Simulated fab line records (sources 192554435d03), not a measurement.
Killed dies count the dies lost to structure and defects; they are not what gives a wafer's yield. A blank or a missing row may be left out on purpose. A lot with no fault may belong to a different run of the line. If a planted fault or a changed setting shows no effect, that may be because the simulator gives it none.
Chamber matching ; flow n5Finfet ; N5_PASSIVATION_STRIP_48 on rieDiel-02: 4 sister chambers
The step strips in O2. 4 wafers are shown with their chamber, then 7 later ones without.

== WAFERS PAIRED WITH THEIR CHAMBERS ==
wafer;chamber;showerheadPlenumPTorr (Torr)
L630.5;3;2.12
L632.4;1;2.23
L639.1;2;2.18
L639.2;0;1.99

== WAFERS WITH NO CHAMBER GIVEN ==
wafer;showerheadPlenumPTorr (Torr)
L639.4;2.23
L644.3;2.10
L644.5;2.09
L644.6;1.97
L646.1;2.10
L646.2;2.21
L646.3;2.17

== EACH ONE'S CHAMBER ==
wafer;from the rows above;in truth
L639.4;1;1
L644.3;3;3
L644.5;3;3
L644.6;0;0
L646.1;3;3
L646.2;can't be placed: 1 or 2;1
L646.3;2;2
6 of 7 placed correctly. Unplaceable from these rows: 1, with the true chamber sitting among the candidates in 1. Wrongly placed: 0.
How it was worked out, from the rows above alone: a wafer's distance from a chamber is the root of the sum, over the readings, of the square of ((its reading less the chamber's mean) divided by the reading's scatter). If the next closest chamber is less than 2 further off than the closest, the wafer can't be placed; otherwise it belongs to the closest. A chamber's mean is the mean of its shown wafers. The scatter: root of mean squared gap, hidden wafer to nearest shown wafer, with one shown wafer a chamber.
